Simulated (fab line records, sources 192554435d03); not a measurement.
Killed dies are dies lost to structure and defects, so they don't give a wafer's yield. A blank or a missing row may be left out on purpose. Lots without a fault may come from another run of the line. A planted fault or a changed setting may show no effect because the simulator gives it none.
fab line records | flow n5_finfet
record lots=7 wafers=21 last_day=17
route steps=1938 shown BEOL_M14@1767 BEOL_M15@1773 PASSIVATION@1936
lots that met no fault: from a run of the same line without faults
start_h: hours from the record's first day to the start of the lot's first wafer shown | wait_h: hours since the lot's step before | " the same as in the row above | L1.1+2: a row that stands for several wafers | - no value, or no start given | * or withheld: withheld | < > ~ a bound
route shown NAME@n: a module of which the file shows steps, and the number in the route of the first | usual: mean/standard deviation of fault-free wafers | same: alike in all rows | chamber/n: place in a boat | sites: the reading at each site | _std_site: their standard deviation | _edge_site: outer sites' mean less inner sites' | radius_mm: how far each site lies from the wafer's centre | mask NAME#n: copy n | behind: the tool/chamber that last shaped the wafer | hold: why the lot was held/for how many hours/how that ended | device: the transistor (n, p or np) that didn't switch | end of line: the same wafers' tests at the end of the route | a step without rows: its recipe alone | killed: dies lost to structure and defects at the first sort, not the wafer's yield | map: a wafer's dies, x killed, . not, _ none there
set.NAME: the setting as run; set.NAME@STEP: as run at that earlier step | model.NAME: the simulator's own value behind a step, which no gauge read
lots at some steps of the route; a table a step, a row a wafer
services: from which hour (start_h, from the record's first day; less than 0 if before it) a tool's chamber was out of use, for how many hours, and why
## steps
# step N5_BEOL_M14_CMP_49
# recipe stop_on=SiO2 t_overpolish_s=5.2 down_force_psi=2 platen_rpm=80 clearing_platen_down_force_psi=2 clearing_platen_rpm=80 post_cmp_clean=cu_alkaline target_thk_nm=560 clearing_platen_pad_velocity_m_s=1.5917 pad_velocity_m_s=1.5917
# usual barrier_field_endpoint_s=11.26/0.24 edge_zone_pressure_frac=1.000/0.0047 motor_current_A=8.0/0.73 overpolish_run_s=5.199/0.0094 slurry_filter_dp_kPa=13.49/0.13 time_to_endpoint_s=121/3.6
# columns lot.wafer tool chamber start_h wait_h barrier_field_endpoint_s edge_zone_pressure_frac motor_current_A overpolish_run_s slurry_filter_dp_kPa time_to_endpoint_s
L117.4 cmp-02 3 244.34 0.1 10.78 1.004 7.9 5.211 13.62 115
L117.1 " 0 " " 11.06 0.999 9.1 5.212 13.49 117
L117.5 " 0 " " 10.93 1.012 9.3 5.213 13.53 116
L121.4 cmp-03 3 259.24 0.2 11.09 1.008 7.0 5.209 13.48 120
L121.3 " 1 " " 11.29 1.004 7.7 5.173 13.58 120
L121.6 " 2 " " 11.43 0.996 7.1 5.216 13.43 123
L126.2 cmp-03 0 299.69 0.2 11.21 0.997 9.2 5.202 13.58 120
L126.4 " 1 " " 11.31 1.007 7.5 5.215 13.42 118
L126.1 " 2 " " 11.31 1.009 6.9 5.183 13.55 120
L128.2 cmp-04 0 307.32 0.3 11.57 0.998 7.4 5.220 13.38 128
L128.1 " 1 " " 11.10 1.005 8.1 5.194 13.68 117
L128.5 " 3 " " 11.70 1.000 8.0 5.210 13.46 127
L127.4 cmp-04 1 310.28 0.1 11.34 0.996 8.1 5.187 13.51 121
L127.3 " 3 " " 11.41 1.000 8.0 5.208 13.51 124
L127.1 " 0 " " 11.66 0.993 7.9 5.209 13.72 124
L132.4 cmp-03 2 335.20 0.1 11.06 1.008 7.3 5.198 13.64 118
L132.2 " 3 " " 10.91 0.995 7.0 5.203 13.31 118
L132.3 " 1 " " 10.97 0.992 7.7 5.200 13.59 118
L138.3 cmp-03 2 386.11 0.2 11.59 1.003 7.3 5.212 13.43 125
L138.1 " 3 " " 11.41 1.002 7.0 5.209 13.42 124
L138.5 " 3 " " 11.45 1.004 7.0 5.187 13.36 127
# step N5_BEOL_M14_THK_MEAS_50
# recipe thk_meas_gauge=xrf reads=Cu_of_BEOL_M14_ECD_47
# usual M14_THK=550/8.3
# columns lot.wafer tool chamber start_h wait_h M14_THK[nm]
L117.1 film_metro-01 - 244.63 - 560
L117.4 " - " " 548
L117.5 " - " " 543
L121.3 film_metro-02 - 259.50 - 550
L121.4 " - " " 562
L121.6 " - " " 547
L126.1 film_metro-01 - 299.98 - 552
L126.2 " - " " 534
L126.4 " - " " 547
L128.1 film_metro-02 - 307.57 - 540
L128.2 " - " " 553
L128.5 " - " " 541
L127.1 film_metro-02 - 310.57 - 550
L127.3 " - " " 548
L127.4 " - " " 548
L132.2 film_metro-02 - 335.50 - 561
L132.3 " - " " 545
L132.4 " - " " 546
L138.1 film_metro-01 - 386.40 - 545
L138.3 " - " " 565
L138.5 " - " " 554
# step N5_BEOL_M14_PRE_CLEAN_52
# recipe gas=NH3 time_s=15 temp_c=withheld rf_power_w=300
# step N5_BEOL_M14_DEP_53
# recipe material=SiCN target_thk_a=500 temp_c=withheld precursor=3MS/NH3 pressure_torr=3 rf_w=675 time_s=17.8
# usual showerhead_plenum_p_Torr=4.163/0.018 throttle_valve_pct=18.5/0.75
# columns lot.wafer tool chamber start_h wait_h showerhead_plenum_p_Torr throttle_valve_pct
L117.1 pecvd-01 0 244.71 0.0 4.146 17.8
L117.4 " 1 " " 4.156 18.7
L117.5 " 0 " " 4.145 18.0
L121.3 pecvd-03 1 259.56 0.0 4.182 17.8
L121.4 " 2 " " 4.186 18.1
L121.6 " 1 " " 4.193 18.4
L126.1 pecvd-04 1 300.04 0.0 4.170 18.6
L126.2 " 0 " " 4.155 18.6
L126.4 " 0 " " 4.155 19.0
L128.1 pecvd-01 2 307.66 0.0 4.153 17.6
L128.2 " 1 " " 4.175 18.9
L128.5 " 2 " " 4.162 17.3
L127.1 pecvd-04 1 310.63 0.0 4.154 18.4
L127.3 " 0 " " 4.144 18.8
L127.4 " 2 " " 4.123 18.6
L132.2 pecvd-03 1 335.56 0.0 4.175 18.1
L132.3 " 0 " " 4.175 20.1
L132.4 " 0 " " 4.169 20.0
L138.1 pecvd-01 0 386.47 0.0 4.139 17.8
L138.3 " 1 " " 4.172 18.5
L138.5 " 0 " " 4.137 17.9
# step N5_BEOL_M14_RS_MEAS_54
# recipe thk_meas_gauge=four-point-probe reads=Cu_of_BEOL_M14_ECD_47+Ta_of_BEOL_M14_SPUTTER_44+TaN_of_BEOL_M14_SPUTTER_43
# usual M14_RS=0.0331/0.00048
# columns lot.wafer tool chamber start_h wait_h M14_RS[ohm/sq]
L117.1 film_metro-01 - 244.79 0.1 0.0323
L117.4 " - " " 0.0330
L117.5 " - " " 0.0333
L121.3 film_metro-02 - 259.63 0.1 0.0331
L121.4 " - " " 0.0325
L121.6 " - " " 0.0333
L126.1 film_metro-01 - 300.11 0.0 0.0331
L126.2 " - " " 0.0341
L126.4 " - " " 0.0335
L128.1 film_metro-02 - 307.72 0.0 0.0335
L128.2 " - " " 0.0326
L128.5 " - " " 0.0334
L127.1 film_metro-02 - 310.70 0.0 0.0329
L127.3 " - " " 0.0331
L127.4 " - " " 0.0333
L132.2 film_metro-01 - 335.62 0.1 0.0326
L132.3 " - " " 0.0335
L132.4 " - " " 0.0333
L138.1 film_metro-01 - 386.53 0.0 0.0330
L138.3 " - " " 0.0320
L138.5 " - " " 0.0327
# step N5_BEOL_M14_INSPECT_55
# recipe inspect_instrument=darkfield mode=post_dep
# usual raw_defect_count=65/24
# columns lot.wafer tool chamber start_h wait_h raw_defect_count
L117.1 defect_inspect-01 - 244.82 0.0 50
L117.4 " - " " 70
L117.5 " - " " 36
L121.3 defect_inspect-02 - 259.66 0.0 37
L121.4 " - " " 64
L121.6 " - " " 57
L126.1 defect_inspect-02 - 300.14 0.0 62
L126.2 " - " " 77
L126.4 " - " " 63
L128.1 defect_inspect-01 - 307.75 0.0 96
L128.2 " - " " 55
L128.5 " - " " 63
L127.1 defect_inspect-01 - 310.72 0.0 67
L127.3 " - " " 58
L127.4 " - " " 52
L132.2 defect_inspect-01 - 335.65 0.0 35
L132.3 " - " " 32
L132.4 " - " " 52
L138.1 defect_inspect-01 - 386.56 0.0 72
L138.3 " - " " 39
L138.5 " - " " 31
# step N5_BEOL_M15_ILD_DEP_00
# recipe material=SiO2 target_thk_a=16293 temp_c=400 precursor=TEOS/O2 pressure_torr=6.5 rf_w=900 teos_flow_sccm=161.4 gas=O2 flow_sccm=2650 time_s=346.1
# usual heater_power_outer_w=304/61 heater_power_w=557/93 showerhead_plenum_p_Torr=8.35/0.031 throttle_valve_pct=18.8/0.53
# columns lot.wafer tool chamber start_h wait_h heater_power_outer_w heater_power_w showerhead_plenum_p_Torr throttle_valve_pct
L117.1 pecvd-04 0 244.86 0.0 258 476 8.34 19.6
L117.4 " 0 " " 302 547 8.35 19.2
L117.5 " 0 " " 214 410 8.32 19.5
L121.3 pecvd-02 2 259.80 0.1 368 593 8.33 18.4
L121.4 " 0 " " 276 555 8.39 19.1
L121.6 " 2 " " 267 467 8.34 18.0
L126.1 pecvd-02 1 300.17 0.0 201 421 8.40 17.6
L126.2 " 0 " " 324 613 8.37 19.2
L126.4 " 2 " " 273 488 8.35 18.5
L128.1 pecvd-02 0 307.79 0.0 341 635 8.42 19.4
L128.2 " 1 " " 230 467 8.39 17.9
L128.5 " 1 " " 278 544 8.40 18.0
L127.1 pecvd-02 0 310.76 0.0 305 588 8.38 19.2
L127.3 " 2 " " 341 574 8.34 18.9
L127.4 " 2 " " 387 626 8.33 18.7
L132.2 pecvd-04 2 335.69 0.0 260 545 8.30 19.0
L132.3 " 1 " " 350 599 8.33 19.0
L132.4 " 1 " " 399 665 8.34 18.7
L138.1 pecvd-01 0 386.60 0.0 297 556 8.32 18.4
L138.3 " 2 " " 192 358 8.35 18.0
L138.5 " 2 " " 252 444 8.32 18.1
# step N5_BEOL_M15_THK_MEAS_01
# recipe reads=SiO2_of_BEOL_M15_ILD_DEP_00
# usual M15_ILD_THK=1634/20
# columns lot.wafer tool chamber start_h wait_h M15_ILD_THK[nm]
L117.1 film_metro-01 - 245.21 0.2 1593
L117.4 " - " " 1622
L117.5 " - " " 1611
L121.3 film_metro-02 - 260.05 0.1 1633
L121.4 " - " " 1607
L121.6 " - " " 1647
L126.1 film_metro-02 - 300.42 0.1 1619
L126.2 " - " " 1623
L126.4 " - " " 1658
L128.1 film_metro-02 - 308.04 0.1 1599
L128.2 " - " " 1626
L128.5 " - " " 1649
L127.1 film_metro-02 - 311.01 0.1 1620
L127.3 " - " " 1638
L127.4 " - " " 1658
L132.2 film_metro-01 - 335.94 0.1 1638
L132.3 " - " " 1629
L132.4 " - " " 1664
L138.1 film_metro-02 - 386.85 0.1 1598
L138.3 " - " " 1634
L138.5 " - " " 1643
# step N5_BEOL_M15_COAT_58
# recipe resist=BARC temp_c=205 time_s=60 spin_rpm=1500 resist_thk_nm=89
# step N5_BEOL_M15_COAT_04
# recipe spin_rpm=1704 resist_thk_nm=800
# step N5_BEOL_M15_EBR_06
# recipe solvent=PGMEA ebr_width_mm=1.5
# step N5_BEOL_M15_SOFTBAKE_05
# recipe temp_c=130 time_s=60
# step N5_BEOL_M15_EXPOSE_07
# recipe mask_id=V14 na=0.8 source_shape=annular sigma_inner=0.5 sigma_outer=0.8 polarization=unpolarized attpsm_phase_deg=180 dose_mj=41.25
# usual exposure_dose_mJ_cm2=41.22/0.041
# same sigma_inner=0.5
# columns lot.wafer tool chamber start_h wait_h mask exposure_dose_mJ_cm2
L117.1 krf_scanner-02 0 245.47 - V14#0 41.18
L117.4 " 0 " " V14#0 41.17
L117.5 " 0 " " V14#0 41.21
L121.3 krf_scanner-01 0 260.32 - V14#0 41.20
L121.4 " 0 " " V14#0 41.27
L121.6 " 0 " " V14#0 41.17
L126.1 krf_scanner-02 0 300.68 - V14#0 40.28
L126.2 " 0 " " V14#0 40.32
L126.4 " 0 " " V14#0 40.30
L128.1 krf_scanner-02 0 308.17 - V14#0 40.55
L128.2 " 0 " " V14#0 40.52
L128.5 " 0 " " V14#0 40.56
L127.1 krf_scanner-02 0 311.14 - V14#0 40.85
L127.3 " 0 " " V14#0 40.76
L127.4 " 0 " " V14#0 40.81
L132.2 krf_scanner-01 0 336.07 - V14#0 41.17
L132.3 " 0 " " V14#0 41.11
L132.4 " 0 " " V14#0 41.21
L138.1 krf_scanner-01 0 387.10 - V14#0 41.21
L138.3 " 0 " " V14#0 41.24
L138.5 " 0 " " V14#0 41.19
# step N5_BEOL_M15_PEB_08
# recipe peb_temp_c=130 peb_time_s=90
# step N5_PASSIVATION_PROBE_49
# usual defect_limited_yield=91.4/1.5 killed_at_M0_to_M3=31/11 killed_at_M4_up=13/5.5 killed_at_contacts=13/6.3 killed_at_front_end=40/13 killed_at_other=3.3/2.6 killed_dies=101/18 killed_open=67/13 killed_short=33/7.9 sort_bin_5_function=5.1/1 sort_bin_6_memory=3.2/0.68 sort_n_pass=1079/18 sort_yield_pct=91.4/1.5
# same gross_dies=1180 killed_at_back_side=0 sort_bin_4_leakage[%]=0 sort_bin_8_speed[%]=0
# columns lot.wafer tool chamber start_h wait_h defect_limited_yield[%] killed_at_M0_to_M3 killed_at_M4_up killed_at_contacts killed_at_front_end killed_at_other killed_dies killed_open killed_short sort_bin_5_function[%] sort_bin_6_memory[%] sort_n_pass sort_yield_pct[%]
L126.1 prober-02 - 323.61 0.1 87.5 35 56 21 35 1 148 73 28 7.5 4.9 1032 87.5
L126.2 prober-02 - 323.66 0.1 90.0 18 54 17 27 2 118 48 21 5.7 4.1 1062 90.0
L126.4 prober-02 - 323.76 0.2 89.1 26 60 14 29 0 129 56 21 6.5 4.3 1051 89.1
L128.1 prober-01 - 331.20 0.0 90.2 39 8 23 39 7 116 78 38 6.0 3.4 1064 90.2
L128.2 prober-01 - 331.25 0.1 91.4 32 17 19 29 5 102 64 38 5.8 2.5 1078 91.4
L128.5 prober-01 - 331.40 0.2 91.4 40 13 19 18 11 101 70 31 5.3 2.6 1079 91.4
L127.1 prober-01 - 333.74 0.0 88.9 22 46 16 42 5 131 69 19 5.9 5.1 1049 88.9
L127.3 prober-01 - 333.84 0.1 89.2 24 50 13 37 3 127 65 19 6.4 4.2 1053 89.2
L127.4 prober-01 - 333.89 0.2 88.8 14 49 24 41 4 132 57 29 6.5 4.4 1048 88.8
# killed by level:class
L126.1 BEOL_M5:interface_void_opened=47 MOL_CONTACT_COAG:geometric_particle:open=17 BEOL_M0_SAQP:geometric_particle:open=12 STI_FIN_REVEAL:geometric_particle:open=10 BEOL_M0_SAQP:geometric_particle:short=8 BEOL_M2:geometric_particle:open=7 GATE_CUT:geometric_particle:open=5 DUMMY_GATE:geometric_particle:open=4
L126.2 BEOL_M5:interface_void_opened=49 MOL_CONTACT_COAG:geometric_particle:open=15 STI_FIN_REVEAL:geometric_particle:open=8 FIN_SAQP:geometric_particle:short=7 BEOL_M2:geometric_particle:open=5 FIN_SAQP:geometric_particle:open=3 BEOL_M0_SAQP:geometric_particle:open=3 BEOL_M1:geometric_particle:short=3
L126.4 BEOL_M5:interface_void_opened=52 MOL_CONTACT_COAG:geometric_particle:open=11 STI_FIN_REVEAL:geometric_particle:open=9 BEOL_M2:geometric_particle:open=7 BEOL_M3:geometric_particle:open=6 BEOL_M1:geometric_particle:open=6 FIN_SAQP:geometric_particle:short=4 FIN_SAQP:geometric_particle:open=3
L128.1 MOL_CONTACT_COAG:geometric_particle:open=18 DUMMY_GATE:geometric_particle:open=11 BEOL_M1:geometric_particle:open=8 BEOL_M0_SAQP:geometric_particle:open=8 BEOL_M2:geometric_particle:open=7 BEOL_M0_SAQP:geometric_particle:short=6 DUMMY_GATE:geometric_particle:short=5 MOL_CONTACT_COAG:geometric_particle:short=5
L128.2 MOL_CONTACT_COAG:geometric_particle:open=14 BEOL_M0_SAQP:geometric_particle:short=10 BEOL_M4:geometric_particle:open=8 BEOL_M2:geometric_particle:open=8 BEOL_M0_SAQP:geometric_particle:open=6 DUMMY_GATE:geometric_particle:open=5 MOL_CONTACT_COAG:geometric_particle:short=5 BEOL_M4:geometric_particle:short=5
L128.5 MOL_CONTACT_COAG:geometric_particle:open=15 BEOL_M2:geometric_particle:open=12 BEOL_M4:geometric_particle:open=10 BEOL_M0_SAQP:geometric_particle:open=7 BEOL_M0_SAQP:geometric_particle:short=6 BEOL_M1:geometric_particle:open=6 MOL_CONTACT_COAG:geometric_particle:short=4 PASS1_CAP:geometric_particle:open=4
L127.1 BEOL_M5:interface_void_opened=43 MOL_CONTACT_COAG:geometric_particle:open=14 STI_FIN_REVEAL:geometric_particle:open=13 STARTING-WAFER:geometric_particle:open=8 FIN_SAQP:geometric_particle:open=7 BEOL_M3:geometric_particle:open=6 BEOL_M0_SAQP:geometric_particle:open=5 DUMMY_GATE:geometric_particle:open=4
L127.3 BEOL_M5:interface_void_opened=41 FIN_SAQP:geometric_particle:open=13 MOL_CONTACT_COAG:geometric_particle:open=11 BEOL_M3:geometric_particle:open=11 STI_FIN_REVEAL:geometric_particle:open=7 SPACER0:geometric_particle:open=4 FIN_SAQP:geometric_particle:short=3 FIN_CUT:geometric_particle:short=2
L127.4 BEOL_M5:interface_void_opened=45 MOL_CONTACT_COAG:geometric_particle:open=16 FIN_SAQP:geometric_particle:open=11 STI_FIN_REVEAL:geometric_particle:open=11 MOL_CONTACT_COAG:geometric_particle:short=8 FIN_SAQP:geometric_particle:short=6 BEOL_M2:geometric_particle:open=6 GATE_CUT:geometric_particle:short=3
# map L126.1 (x killed, . not)
_________________...x........________________
______________.....x.x.........._____________
___________........x...........x...__________
__________........x.......x........._________
________....x...xx..x..x.....x.x...x.x_______
_______.x..............................______
______....x..x.x..x.............x...x..._____
_____.........x..x...x.x......x.....x....____
____.......x.........x.....x..........x...___
___x.......................................__
___.......x...xx.....x....x..........xx....__
__............x....x....x...........xx..xx.._
__x...........x...xx...x..........x..x...x.._
_......x........x...............x............
_..........x................x.x....x.........
_....x..........x...x.......x........x...x...
_.................xx....x.x..x....x..........
_............x..x........x...................
_............x...............................
_...xx.....x......................x......x...
_....x....................xxx........xx....xx
__.xx......xxx...x.x.........x..xx.........._
__.......xx...........xxx.x........x.....x.._
___..x.............x...............x.x..x..__
___........x.......x......x................__
____........x.................xx......x...___
_____..........x.x..xx...................____
______......x............x............x._____
_______..x...xxx...x.......x..x........______
________.....................x...x...._______
__________...x......x.........x....._________
___________...x.....x....x.........__________
______________.....x.x.........._____________
_________________.....x.....x________________
# map L127.4 (x killed, . not)
_________________...x.......x________________
______________..x........x..xx.._____________
___________......x.....x...x.......__________
__________.x..........x...........x._________
________.......x.x....x........x......_______
_______..............x......x......x...______
______..................x..............._____
_____......x....x..x...x.......x.......x.____
____..........x...x.......................___
___...x.x.....x...x.........x..............__
___..........x.....x..xx...................__
__.............x......x..........x.x.x...x.._
__........x......x....xx.x.x...............x_
_....x..........x...xx....x..................
_.....xx....................x........x.......
_.x.xx.x....x........................x...x...
_................x................x......x...
_.....................................x......
_......................x.....x........x......
_....x........xx.......x.x.............x.....
_..........x............x............x.......
__.......x....x............x................_
__....x.......x....x.....x.....x...x........_
___......x.............x.....x.........x..x__
___..x...x..x.x......x.....x.....x..x......__
____...x...........................x.x....___
_____....xx....x.........x..x.....x....x.____
______.............x...x.x.............._____
_______.....x..x...x...................______
________.....................x.x......_______
__________......x...............x..._________
___________..........x........x...x__________
______________........x.x......._____________
_________________.......x.xx.________________
## services
# columns tool chamber start_h hours kind
cmp-04 - 229.25 4.0 pm
krf_scanner-02 - 231.30 1.0 pm
cmp-03 - 234.58 4.0 pm
krf_scanner-01 - 240.86 0.3 repair
pecvd-03 - 254.41 2.8 pm
cmp-03 - 263.00 0.4 repair
cmp-04 - 265.45 1.7 repair
krf_scanner-02 - 271.37 0.8 pm
pecvd-01 - 296.54 5.5 pm
krf_scanner-01 - 304.80 1.3 pm
krf_scanner-01 - 311.29 2.5 repair
krf_scanner-01 - 317.75 4.0 pm
cmp-03 - 323.45 5.2 pm
krf_scanner-01 - 331.34 1.0 pm
pecvd-01 0 346.79 4.9 repair
krf_scanner-02 - 351.77 1.3 pm
cmp-02 - 352.06 0.4 repair
krf_scanner-01 - 359.31 0.8 pm
cmp-02 - 360.96 1.6 repair
cmp-04 - 362.63 4.3 pm
krf_scanner-01 - 365.81 9.1 repair
cmp-02 - 372.18 3.8 pm
pecvd-01 - 376.08 1.3 repair
cmp-04 - 384.37 4.7 pm
## key
first_sign step=N5_BEOL_M15_EXPOSE_07 reading=exposure_dose_mJ_cm2 direction=down sigmas=16 usual=41.22 struck=40.55
effect step=N5_PASSIVATION_PROBE_49 reading=killed_at_M4_up direction=up sigmas=4.6 usual=13 struck=39 wafers_moved=6
met_at N5_BEOL_M15_EXPOSE_07
struck_wafers L126.1,L126.2,L126.4,L127.1,L127.3,L127.4,L128.1,L128.2,L128.5
loop_trim step=N5_BEOL_M15_EXPOSE_07 setting=dose lots=L127,L128
onset_between 245.47 300.68
earlier_fault kind=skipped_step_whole tool=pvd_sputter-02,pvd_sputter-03 chamber=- onset_h=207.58 steps=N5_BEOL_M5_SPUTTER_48 scope=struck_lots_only
earlier_fault kind=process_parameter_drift tool=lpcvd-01 chamber=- onset_h=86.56 steps=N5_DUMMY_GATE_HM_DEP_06 channel=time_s offset=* shape=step acts_in=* stated=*
fault kind=process_parameter_drift tool=krf_scanner-02 chamber=- onset_h=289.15 steps=N5_BEOL_M15_EXPOSE_07 channel=dose_mj offset=-0.87654 shape=step acts_in=these_recipes_only stated=41.25
# loop_trim: a control loop set the setting to another value than it would have without faults
